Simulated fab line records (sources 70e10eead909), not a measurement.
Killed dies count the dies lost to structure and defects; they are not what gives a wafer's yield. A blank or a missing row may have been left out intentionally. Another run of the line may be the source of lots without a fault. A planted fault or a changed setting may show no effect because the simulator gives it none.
Problem report, 8D (eight disciplines) form, completed by code / flow nand-harc / the parts of the form that need people (team, actions taken, sign-off) are left out

1. THE PROBLEM
At NHARC_END_SORT_01, killed-dies averages 677 over 6 wafers from 2 lots, while fault-free wafers read 58, standard deviation 20. Measured from the usual mean, that is +31 standard deviations.
First observed at day 31 02:01: wafer L912.1, on prober-02. Wafers with a number at this step in the record: 6, from 2 lots. The rule behind "out" and "out of limits": a value lying over 4 standard deviations away from the usual mean. Any other wafer with a number is counted as sound.

2. WHAT IT IS; WHAT IT IS NOT
question=which readings at this step; is=killed-dies, killed-at-array; is not=killed-at-periphery, killed-open, killed-short
question=which lots; is=L911, L912; is not=-
question=which wafers of those lots; is=all that have a number; is not=-
question=read on which gauges; is=prober-01, prober-02; is not=-
question=when; is=from day 31 02:01; is not=up to then (0 sound wafers)

3. SUSPECTS, AND WHAT RULES EACH OUT
Counting: a tool at a process step up to the reading stays a suspect if it ran every lot that is out and no sound lot after the first of them.
- the gauge at NHARC_END_SORT_01 has been ruled out. The wafers that are out were read on 2 gauges (prober-01, prober-02).
- cmp-03 at NHARC_A_DECK1_JOINT_CMP_02 (polishes SiOx): kept. It ran every lot that is out, first L911 (day 18 11:25), and no sound lot after that.
Left after counting: cmp-03 at NHARC_A_DECK1_JOINT_CMP_02.

4. THE CAUSE (what the simulator had put in)
Skipped step whole: cmp-03, from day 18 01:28 on, at NHARC_A_DECK1_JOINT_CMP_02. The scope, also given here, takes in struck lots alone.
After counting, this tool was the only one left.

5. SEQUENCE OF EFFECTS, ordered by route
Rows list readings where the struck wafers' mean (over those with a number) sits beyond 3 standard deviations from the usual. Only readings whose record carries a usual standard deviation are examined. hours: median over the lots of the time between each lot's start at the first step of this table that gives one and its start at this step. sigmas: the change, counted in usual standard deviations.
hours=0; step=NHARC_END_SORT_01; reading=killed-at-array; usual=54; on struck wafers=672; change=+618; sigmas=+29
hours=0; step=NHARC_END_SORT_01; reading=killed-dies; usual=58; on struck wafers=677; change=+619; sigmas=+31
Readings that are blank on the struck wafers while sound wafers have them: edge-zone-pressure-frac at NHARC_A_DECK1_JOINT_CMP_02; motor-current-A at NHARC_A_DECK1_JOINT_CMP_02.

6. HOW IT WOULD HAVE BEEN CAUGHT EARLIER
In this record the first reading out of limits at a measuring or inspecting step was taken at day 31 02:01, 313 hours after the fault began at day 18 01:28.
At NHARC_A_DECK1_JOINT_CMP_02 the tool's readings are blank on the struck wafers, where sound wafers have them: an empty tool record is the first sign, and it was there at once.
Each of the lots that are out, 2 in all, had begun NHARC_A_DECK1_JOINT_CMP_02 on cmp-03 no later than day 31 02:01. None of them would have been spared by holding the tool at that moment.
